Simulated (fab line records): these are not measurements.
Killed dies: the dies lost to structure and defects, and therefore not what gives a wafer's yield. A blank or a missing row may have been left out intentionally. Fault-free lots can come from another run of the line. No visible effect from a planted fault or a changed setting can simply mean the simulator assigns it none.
Chamber matching | flow nand_harc | 4 sister chambers for NHARC_A_CONTACT_CMP_20 on cmp-02
The step polishes, t overpolish 30 s, target thk 300 nm. 8 wafers are shown with their chamber, then 7 later ones without.

EACH WAFER AND ITS CHAMBER
wafer  | chamber | motor_current_A (A) | time_to_endpoint_s (s)
L236.6 | 3       | 14.2                | 60
L235.5 | 2       | 12.0                | 53
L242.2 | 2       | 12.5                | 54
L242.3 | 1       | 10.7                | 54
L243.3 | 3       | 13.7                | 60
L243.5 | 0       | 11.2                | 57
L247.1 | 0       | 11.4                | 60
L247.4 | 1       | 10.3                | 54

WAFERS WHOSE CHAMBER IS MISSING
wafer  | motor_current_A (A) | time_to_endpoint_s (s)
L247.6 | 12.4                | 53
L249.2 | 11.7                | 57
L249.3 | 10.4                | 61
L249.5 | 11.0                | 63
L257.1 | 11.0                | 57
L257.5 | 13.2                | 58
L257.6 | 12.3                | 52

WHICH CHAMBER EACH ONE RAN IN
wafer  | from the rows above     | in truth
L247.6 | 2                       | 2
L249.2 | can't be placed: 0 or 2 | 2
L249.3 | 0                       | 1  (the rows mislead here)
L249.5 | 0                       | 0
L257.1 | can't be placed: 0 or 1 | 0
L257.5 | 3                       | 3
L257.6 | 2                       | 2
Correct placement for 4 of the 7. From these rows, 2 cannot be placed; in 2 the true chamber is one of the candidates. Number placed wrongly: 1.
How it was worked out, from the rows above alone: a wafer's distance from a chamber is the root of the sum, over the readings, of the square of ((its reading less the chamber's mean) divided by the reading's scatter). The wafer belongs to the nearest chamber; if the next one is less than 2 further off, it can't be placed. Each chamber's mean is taken over the wafers shown for it. The scatter: take each reading less its chamber's mean, square it, sum over the shown wafers, divide by the number of wafers less the number of chambers, and take the root.
